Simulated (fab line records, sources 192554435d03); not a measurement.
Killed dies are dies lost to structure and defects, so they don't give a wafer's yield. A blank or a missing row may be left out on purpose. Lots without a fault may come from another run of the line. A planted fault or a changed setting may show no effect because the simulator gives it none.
Split-lot experiment | flow n5_finfet | 7 lots, 21 wafers read, on a route of 1938 steps

THE SPLIT
At N5_BEOL_M9_TRENCH_ETCH_37 (etches SiCOH lowk in C4F6/O2, target depth 151.43 nm, time 49 s), the setting bias_w was moved away from the recipe's 185 W on 6 of the 21 wafers read, by -15.0% to +12.1%. The other wafers ran this setting at the recipe's value.

The reading is taken at the split's own step.

THE READING
rf_vpp_V, in V, at N5_BEOL_M9_TRENCH_ETCH_37 (etches SiCOH lowk in C4F6/O2, target depth 151.43 nm, time 49 s). Fault-free wafers of this fab line usually give 667 V, standard deviation 14 V.

wafer  | tool, chamber at the split | bias_w as run, W | against the recipe | rf_vpp_V, V | against lot-mates on the recipe
L074.1 | rie_diel-04, 3             | 185              | recipe             | 675         | -
L074.3 | rie_diel-04, 0             | 185              | recipe             | 650         | -
L074.4 | rie_diel-04, 2             | 207.3            | +12.1%             | 717         | +54
L075.3 | rie_diel-03, 3             | 185              | recipe             | 686         | -
L075.4 | rie_diel-03, 2             | 185              | recipe             | 680         | -
L075.5 | rie_diel-03, 3             | 196.8            | +6.4%              | 721         | +38
L085.1 | rie_diel-04, 3             | 185              | recipe             | 674         | -
L085.2 | rie_diel-04, 1             | 185              | recipe             | 682         | -
L085.6 | rie_diel-04, 2             | 185              | recipe             | 655         | -
L092.2 | rie_diel-03, 0             | 170.5            | -7.8%              | 614         | -60
L092.3 | rie_diel-03, 3             | 185              | recipe             | 686         | -
L092.4 | rie_diel-03, 1             | 185              | recipe             | 661         | -
L091.4 | rie_diel-05, 2             | 185              | recipe             | 668         | -
L091.5 | rie_diel-05, 3             | 185              | recipe             | 643         | -
L091.6 | rie_diel-05, 0             | 157.2            | -15.0%             | 584         | -72
L093.1 | rie_diel-05, 2             | 185              | recipe             | 670         | -
L093.3 | rie_diel-05, 0             | 185              | recipe             | 664         | -
L093.5 | rie_diel-05, 1             | 185              | recipe             | 680         | -
L095.2 | rie_diel-04, 2             | 185              | recipe             | 655         | -
L095.5 | rie_diel-04, 3             | 164              | -11.4%             | 612         | -43
L095.6 | rie_diel-04, 2             | 164              | -11.4%             | 594         | -61

THE FIT
A straight line over all 21 wafers: rf_vpp_V changes by +5.59 V for each +1% of bias_w; r = +0.93; the points scatter about the line by 14 V.
The same after taking each lot's own level away (the mean of its wafers on the recipe; 21 wafers): +4.94 V for each +1%; r = +0.94; scatter 11 V.
On that fit, the largest move of bias_w shifts the reading by 74 V.
The lots' own levels span 655.0 to 683.0 V, that is 2.0 times the standard deviation above.
So the lot-to-lot level changes the slope: the two fits differ.
Check: with one of the wafers moved furthest among these (-15.0%) left out of the fit, the line predicts -76.1 V for it against its lot-mates. It came out at -71.5 V against them.
Tool readings at the split's step, against how far the setting was moved: rf_vpp_V r = +0.93.

OTHER SPLITS ON THESE WAFERS
These wafers also went through other splits before the reading. Each is held against what the fit with the lots' levels taken away leaves over:
other split on the same wafers | wafers away from the commonest value | r with rf_vpp_V (lot level and that fit taken away)
N5_BEOL_M7_ILD_DEP_00 time_s   | 9                                    | +0.38
N5_BEOL_M7_COAT_05 spin_rpm    | 6                                    | -0.05
N5_BEOL_M8_DESCUM_16 time_s    | 7                                    | -0.47
N5_BEOL_M9_ETCH_61 source_w    | 9                                    | -0.24

THE FILE'S OWN FIT
rf_vpp_V changes by +5.02 V for each +1% of bias_w, r = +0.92.
